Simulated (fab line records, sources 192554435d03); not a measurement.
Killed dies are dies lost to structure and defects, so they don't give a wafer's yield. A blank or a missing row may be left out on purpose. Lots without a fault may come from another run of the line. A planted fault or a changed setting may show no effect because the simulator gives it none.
Which tool did it? | flow n5_finfet | 10 lots, 30 wafers sampled, at 4 steps of a route of 1938

WHAT THE GAUGES READ, wafer by wafer
The record holds no reading of a measuring or inspecting step that can be judged against a usual standard deviation.

WHICH TOOL RAN EACH LOT (tool, then ch and the chambers of the sampled wafers, then the start)
lot  | N5_BEOL_M7_ETCH_65                 | N5_BEOL_M7_STRIP_36                | N5_BEOL_M7_ALD_77                   | N5_BEOL_M7_SURFACE_TREAT_79
L700 | rie_diel-02 ch 0,2,3, day 9 01:28  | rie_diel-02 ch 0,2,3, day 9 01:38  | ald_metal-02 ch 1,2, day 9 03:01    | pvd_sputter-03, day 9 03:19
L705 | rie_diel-03 ch 0,3, day 10 14:08   | rie_diel-03 ch 0,3, day 10 14:19   | ald_metal-04 ch 0,2,3, day 10 15:30 | pvd_sputter-01, day 10 15:51
L706 | rie_diel-02 ch 0,1,3, day 11 08:25 | rie_diel-02 ch 0,1,3, day 11 08:35 | ald_metal-04 ch 0,2,3, day 11 09:46 | pvd_sputter-03, day 11 10:08
L708 | rie_diel-02 ch 0,1,2, day 11 15:26 | rie_diel-02 ch 0,1,2, day 11 15:37 | ald_metal-02 ch 0,2, day 11 16:36   | pvd_sputter-03, day 11 17:07
L710 | rie_diel-03 ch 0,1,3, day 12 00:35 | rie_diel-03 ch 0,1,3, day 12 00:46 | ald_metal-02 ch 0,2,3, day 12 01:54 | pvd_sputter-02, day 12 02:20
L713 | rie_diel-01 ch 0,1,2, day 12 14:55 | rie_diel-01 ch 0,1,2, day 12 15:06 | ald_metal-02 ch 1,2,3, day 12 16:32 | pvd_sputter-02, day 12 16:53
L714 | rie_diel-02 ch 2,3, day 12 18:20   | rie_diel-02 ch 2,3, day 12 18:31   | ald_metal-02 ch 0,1,2, day 12 19:58 | pvd_sputter-03, day 12 20:17
L716 | rie_diel-02 ch 0,1,2, day 13 22:31 | rie_diel-02 ch 0,1,2, day 13 22:41 | ald_metal-01 ch 0,1, day 13 23:32   | pvd_sputter-03, day 13 23:54
L719 | rie_diel-01 ch 0,1,3, day 14 07:42 | rie_diel-01 ch 0,1,3, day 14 07:53 | ald_metal-04 ch 1,2,3, day 14 08:46 | pvd_sputter-01, day 14 09:08
L720 | rie_diel-01 ch 0,1,3, day 14 12:27 | rie_diel-01 ch 0,1,3, day 14 12:38 | ald_metal-01 ch 2,3, day 14 13:44   | pvd_sputter-02, day 14 14:04
- N5_BEOL_M7_ETCH_65: etches SiARC in CF4, target depth 15.6 nm, time 26 s.
- N5_BEOL_M7_STRIP_36: strips in N2/H2.
- N5_BEOL_M7_ALD_77: deposits TaN, target thk 2 nm, pulse time 2 s, purge time 3 s.
- N5_BEOL_M7_SURFACE_TREAT_79

WHAT THE TOOLS THEMSELVES READ (means of the sampled wafers that have a number; where no wafer has one, the mark that the record gives instead)
N5_BEOL_M7_ETCH_65. Usual: cf4_flow_sccm 100.02 sccm, standard deviation 0.3; chamber_pressure_mTorr 40.00 mTorr, standard deviation 0.039; drypump_motor_current_A 5.8 A, standard deviation 0.38; etch_rf_on_time_s 25.8 s, standard deviation 0.74; oes_product_au 0.66 a.u., standard deviation 0.082; rf_vpp_V 184.2 V, standard deviation 1.1; showerhead_plenum_p_Torr 2.14 Torr, standard deviation 0.059; throttle_valve_pct 15.7 %, standard deviation 0.32.
lot  | tool        | cf4_flow_sccm (sccm) | chamber_pressure_mTorr (mTorr) | drypump_motor_current_A (A) | etch_rf_on_time_s (s) | oes_product_au (a.u.) | rf_vpp_V (V) | showerhead_plenum_p_Torr (Torr) | throttle_valve_pct (%) | flag
L700 | rie_diel-02 | 99.91                | 40.01                          | 5.9                         | 25.4                  | 0.61                  | 184.2        | 2.16                            | 15.8                   |
L705 | rie_diel-03 | 99.99                | 39.98                          | 6.3                         | 27.0                  | 0.66                  | 186.1        | 2.23                            | 15.5                   |
L706 | rie_diel-02 | 99.93                | 40.01                          | 5.8                         | 25.8                  | 0.66                  | 183.8        | 2.11                            | 15.8                   |
L708 | rie_diel-02 | 99.97                | 40.04                          | 5.9                         | 25.4                  | 0.68                  | 184.7        | 2.15                            | 15.7                   |
L710 | rie_diel-03 | 99.97                | 40.01                          | 6.1                         | 27.2                  | 0.65                  | 184.3        | 2.19                            | 15.6                   |
L713 | rie_diel-01 | 99.84                | 40.00                          | 5.4                         | 25.3                  | 0.70                  | 184.4        | 2.15                            | 15.5                   |
L714 | rie_diel-02 | 99.77                | 40.01                          | 5.9                         | 25.8                  | 0.60                  | 184.6        | 2.17                            | 15.9                   |
L716 | rie_diel-02 | 100.21               | 40.00                          | 5.8                         | 25.7                  | 0.66                  | 184.3        | 2.14                            | 15.7                   |
L719 | rie_diel-01 | 100.28               | 40.02                          | 5.7                         | 25.5                  | 0.73                  | 184.7        | 2.13                            | 15.3                   |
L720 | rie_diel-01 | 99.94                | 39.97                          | 5.7                         | 25.4                  | 0.73                  | 184.0        | 2.13                            | 15.3                   |

N5_BEOL_M7_STRIP_36. Usual: chamber_pressure_mTorr 20.00 mTorr, standard deviation 0.033; drypump_motor_current_A 5.8 A, standard deviation 0.38; oes_product_au 0.77 a.u., standard deviation 0.09; power_w 449.9 W, standard deviation 1.4; rf_vpp_V 59.2 V, standard deviation 1.6; showerhead_plenum_p_Torr 2.55 Torr, standard deviation 0.079; throttle_valve_pct 23.8 %, standard deviation 0.47.
lot  | tool        | chamber_pressure_mTorr (mTorr) | drypump_motor_current_A (A) | oes_product_au (a.u.) | power_w (W) | rf_vpp_V (V) | showerhead_plenum_p_Torr (Torr) | throttle_valve_pct (%) | flag
L700 | rie_diel-02 | 20.03                          | 5.9                         | 0.70                  | 450.6       | 57.9         | 2.59                            | 24.3                   |
L705 | rie_diel-03 | 20.01                          | 6.3                         | 0.78                  | 449.3       | 60.8         | 2.64                            | 23.2                   |
L706 | rie_diel-02 | 19.99                          | 5.8                         | 0.78                  | 451.2       | 58.3         | 2.50                            | 24.0                   |
L708 | rie_diel-02 | 20.01                          | 5.9                         | 0.78                  | 449.3       | 59.9         | 2.55                            | 23.9                   |
L710 | rie_diel-03 | 19.99                          | 6.1                         | 0.78                  | 449.7       | 59.8         | 2.60                            | 23.5                   |
L713 | rie_diel-01 | 19.98                          | 5.4                         | 0.80                  | 449.7       | 60.4         | 2.56                            | 23.9                   |
L714 | rie_diel-02 | 19.98                          | 5.9                         | 0.70                  | 449.7       | 59.7         | 2.58                            | 24.3                   |
L716 | rie_diel-02 | 20.00                          | 5.9                         | 0.76                  | 448.5       | 58.5         | 2.54                            | 23.9                   |
L719 | rie_diel-01 | 20.02                          | 5.7                         | 0.84                  | 450.2       | 59.2         | 2.53                            | 23.4                   |
L720 | rie_diel-01 | 20.00                          | 5.7                         | 0.83                  | 450.0       | 59.2         | 2.52                            | 23.4                   |

N5_BEOL_M7_ALD_77. Usual: heater_power_w 394 W, standard deviation 33.
lot  | tool         | heater_power_w (W) | flag
L700 | ald_metal-02 | 365                |
L705 | ald_metal-04 | 412                |
L706 | ald_metal-04 | 422                |
L708 | ald_metal-02 | 367                |
L710 | ald_metal-02 | 398                |
L713 | ald_metal-02 | 396                |
L714 | ald_metal-02 | 363                |
L716 | ald_metal-01 | 381                |
L719 | ald_metal-04 | 421                |
L720 | ald_metal-01 | 372                |

THE ANSWER, worked out from the rows above alone
Rule: a lot is off if the mean of its wafers that have a number lies more than 3 standard deviations from the usual mean. A lot without any number at a reading at which 4 lots or more have one is off too. The other lots that the step has rows for count as sound. The gauges are gone through in route order, then the tools' own readings, and for those a lot's mean is taken as printed above. The first step at which some lot is off is used, and at that step the reading that is off furthest; a lot without a number counts as furthest.
No lot is off at any reading shown: from this, nothing can be told.

WHAT THE SIMULATOR HAD PUT IN
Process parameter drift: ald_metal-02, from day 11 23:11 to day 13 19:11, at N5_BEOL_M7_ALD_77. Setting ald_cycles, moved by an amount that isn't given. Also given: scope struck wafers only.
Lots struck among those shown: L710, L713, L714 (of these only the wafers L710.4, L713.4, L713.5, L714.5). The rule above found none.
